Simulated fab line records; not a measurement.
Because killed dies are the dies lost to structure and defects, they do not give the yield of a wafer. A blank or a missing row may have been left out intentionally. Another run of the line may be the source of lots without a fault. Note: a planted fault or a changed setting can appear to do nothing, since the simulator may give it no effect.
Split-lot trial | flow n5_finfet | 21 wafers read across 7 lots, on a route 1938 steps long

ABOUT THE SPLIT
At N5_BEOL_M15_PEB_26 (peb time 90 s), the setting peb_temp_c was moved away from the recipe's 130 C on 9 of the 21 wafers read, by -1.5% to +2.8%. All remaining wafers had this setting at the recipe value.

FROM THE SPLIT TO THE READING: what the file shows between them, 2 steps
- N5_BEOL_M15_DEVELOP_27: develop time 45 s
- N5_BEOL_M15_HARDBAKE_32: time 120 s

THE READING
cd_nm, in nm, at N5_BEOL_M15_CD_MEAS_28 (target cd 407.6 nm). Typical for fault-free wafers on this fab line: 407.1 nm, with standard deviation 2.2 nm.

wafer  | tool, chamber at the split | peb_temp_c as run, C | against the recipe | cd_nm, nm | against lot-mates on the recipe
L074.1 | litho_track-05, 0          | 130                  | recipe             | 408.8     | -
L074.2 | litho_track-05, 0          | 130                  | recipe             | 406.2     | -
L074.3 | litho_track-05, 0          | 130                  | recipe             | 404.1     | -
L078.1 | litho_track-05, 0          | 128.1                | -1.5%              | 397.3     | -13.7
L078.3 | litho_track-05, 0          | 130                  | recipe             | 411.0     | -
L078.5 | litho_track-05, 0          | 128.1                | -1.5%              | 395.9     | -15.1
L077.3 | litho_track-05, 0          | 130                  | recipe             | 405.5     | -
L077.4 | litho_track-05, 0          | 131.3                | +1.0%              | 412.9     | +5.5
L077.5 | litho_track-05, 0          | 130                  | recipe             | 409.3     | -
L080.1 | litho_track-01, 0          | 131                  | +0.8%              | 410.6     | +3.4
L080.2 | litho_track-01, 0          | 131                  | +0.8%              | 410.7     | +3.5
L080.3 | litho_track-01, 0          | 130                  | recipe             | 407.2     | -
L084.4 | litho_track-05, 0          | 130                  | recipe             | 404.2     | -
L084.5 | litho_track-05, 0          | 133.6                | +2.8%              | 420.6     | +16.4
L084.6 | litho_track-05, 0          | 133.6                | +2.8%              | 418.2     | +14.0
L088.1 | litho_track-05, 0          | 132.6                | +2.0%              | 412.8     | +10.4
L088.2 | litho_track-05, 0          | 130                  | recipe             | 402.4     | -
L088.5 | litho_track-05, 0          | 132.6                | +2.0%              | 416.5     | +14.1
L096.2 | litho_track-01, 0          | 130                  | recipe             | 410.4     | -
L096.3 | litho_track-01, 0          | 130                  | recipe             | 409.4     | -
L096.6 | litho_track-01, 0          | 130                  | recipe             | 409.8     | -

FIT RESULTS
A straight line over all 21 wafers: cd_nm changes by +4.85 nm for each +1% of peb_temp_c; r = +0.91; the points scatter about the line by 2.6 nm.
The same after taking each lot's own level away (the mean of its wafers on the recipe; 21 wafers): +6.56 nm for each +1%; r = +0.97; scatter 2 nm.
According to that fit, moving peb_temp_c by its largest amount changes the reading by 18 nm.
Measured against the standard deviation above, the lots' own levels, which go from 402.40 to 411.00 nm, span 3.9 times it.
Hence the slope depends on the lot-to-lot level, as the two fits are not the same.
Check: +17.4 nm against its lot-mates is what the line predicts for one of the wafers moved furthest among these (+2.8%) when that wafer is left out of the fit. It came out at +16.4 nm against them.

THE WHOLE CHAIN: every reading that the file lists as answering this split, in the file's order
step                   | what it does                                                            | reading                                                         | change (the file's fit)              | r (the file's)
N5_BEOL_M15_CD_MEAS_28 | target cd 407.6 nm                                                      | cd_nm                                                           | +6.21 nm for each +1% of the setting | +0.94
N5_BEOL_M15_DESCUM_33  | chemistry O2, time 7.9 s                                                | BEOL_M15.cd_nm (the simulator's own value, which no gauge read) | +6 nm for each +1% of the setting    | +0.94
N5_BEOL_M15_ETCH_61    | etches BARC in N2/H2, target depth 89 nm, overetch 26.7 nm, time 67.9 s | BEOL_M15.cd_nm (the simulator's own value, which no gauge read) | +6.09 nm for each +1% of the setting | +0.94

FILE'S OWN FIT
cd_nm changes by +6.21 nm for each +1% of peb_temp_c, r = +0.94.
